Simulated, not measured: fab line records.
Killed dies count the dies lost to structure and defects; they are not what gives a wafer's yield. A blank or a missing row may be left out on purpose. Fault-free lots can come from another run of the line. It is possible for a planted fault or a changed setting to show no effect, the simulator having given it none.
Which tool was responsible? / flow nand harc / 6 lots, 18 wafers sampled, at 5 steps of a route of 1159

## WHAT THE GAUGES READ, wafer by wafer
NHARC_END_SORT_01.
lot=L435; measured=day 19 18:20; on=prober-01; killed dies=35 29 34
lot=L438; measured=day 20 16:58; on=prober-01; killed dies=34 35 51
lot=L439; measured=day 21 21:16; on=prober-01; killed dies=37 42 44
lot=L446; measured=day 23 03:23; on=prober-01; killed dies=39 30 22
lot=L451; measured=day 24 20:59; on=prober-02; killed dies=39 28 40
lot=L454; measured=day 25 03:55; on=prober-02; killed dies=36 37 40

## TOOL THAT RAN EACH LOT (tool first, then ch and the chambers of the sampled wafers, then the start)
lot=L435; NHARC_A_STAIRCASE_ETCH_13=rie diel-01 ch 0,1,2, day 11 04:38 or earlier; NHARC_A_STAIRCASE_TRIM_18=rie diel-01 ch 0,1,3, day 11 04:38; NHARC_A_STAIRCASE_ETCH_19=rie diel-01 ch 0,1,2, day 19 18:20 or earlier; NHARC_A_STAIRCASE_ETCH_25=rie diel-01 ch 0,2,3, day 19 18:20 or earlier
lot=L438; NHARC_A_STAIRCASE_ETCH_13=rie diel-08 ch 0,1,2, day 12 14:11 or earlier; NHARC_A_STAIRCASE_TRIM_18=rie diel-08 ch 0,1,2, day 12 14:11; NHARC_A_STAIRCASE_ETCH_19=rie diel-08 ch 0,1,3, day 20 16:58 or earlier; NHARC_A_STAIRCASE_ETCH_25=rie diel-08 ch 1,2,3, day 20 16:58 or earlier
lot=L439; NHARC_A_STAIRCASE_ETCH_13=rie diel-03 ch 1,3, day 12 23:29 or earlier; NHARC_A_STAIRCASE_TRIM_18=rie diel-03 ch 0,1, day 12 23:29; NHARC_A_STAIRCASE_ETCH_19=rie diel-03 ch 2,3, day 21 21:16 or earlier; NHARC_A_STAIRCASE_ETCH_25=rie diel-08 ch 0,1, day 21 21:16 or earlier
lot=L446; NHARC_A_STAIRCASE_ETCH_13=rie diel-03 ch 0,2,3, day 14 11:21 or earlier; NHARC_A_STAIRCASE_TRIM_18=rie diel-03 ch 0,1, day 14 11:21; NHARC_A_STAIRCASE_ETCH_19=rie diel-03 ch 0,3, day 23 03:23 or earlier; NHARC_A_STAIRCASE_ETCH_25=rie diel-08 ch 0,1,3, day 23 03:23 or earlier
lot=L451; NHARC_A_STAIRCASE_ETCH_13=rie diel-03 ch 0,2,3, day 15 16:16 or earlier; NHARC_A_STAIRCASE_TRIM_18=rie diel-03 ch 0,2,3, day 15 16:16; NHARC_A_STAIRCASE_ETCH_19=rie diel-03 ch 0,1, day 24 20:59 or earlier; NHARC_A_STAIRCASE_ETCH_25=rie diel-08 ch 1,2,3, day 24 20:59 or earlier
lot=L454; NHARC_A_STAIRCASE_ETCH_13=rie diel-01 ch 0,1,3, day 15 21:29 or earlier; NHARC_A_STAIRCASE_TRIM_18=rie diel-01 ch 0,1,2, day 15 21:29; NHARC_A_STAIRCASE_ETCH_19=rie diel-01 ch 0,1,2, day 25 03:55 or earlier; NHARC_A_STAIRCASE_ETCH_25=rie diel-01 ch 1,2,3, day 25 03:55 or earlier
- NHARC_A_STAIRCASE_ETCH_13: etches the open film in C4F8/O2, target depth 100 nm, time 40.5 s.
- NHARC_A_STAIRCASE_TRIM_18: chemistry O2, time 211.2 s.
- NHARC_A_STAIRCASE_ETCH_19: etches the open film in C4F8/O2, target depth 100 nm, time 40.5 s.
- NHARC_A_STAIRCASE_ETCH_25: etches the open film in C4F8/O2, target depth 100 nm, time 40.5 s.

## THE ANSWER, worked out from the rows above alone
Rule: what is usual is taken from the lots themselves. The widest of any qualifying gaps counts: lots, ordered by their means at a reading, are off when they make up no more than a third of the lots, leave a main group of 4 or more, and stand apart from it by 3 or more times the standard deviation of that group's means. The tables above print the reading to a certain number of digits; a main group whose means all agree to those digits is not used. A lot without any number at a reading at which 4 lots or more have one is off too. The other lots that the step has rows for count as sound.
None of the lots is off at any reading shown; this tells nothing.

## WHAT WAS PUT IN BY THE SIMULATOR
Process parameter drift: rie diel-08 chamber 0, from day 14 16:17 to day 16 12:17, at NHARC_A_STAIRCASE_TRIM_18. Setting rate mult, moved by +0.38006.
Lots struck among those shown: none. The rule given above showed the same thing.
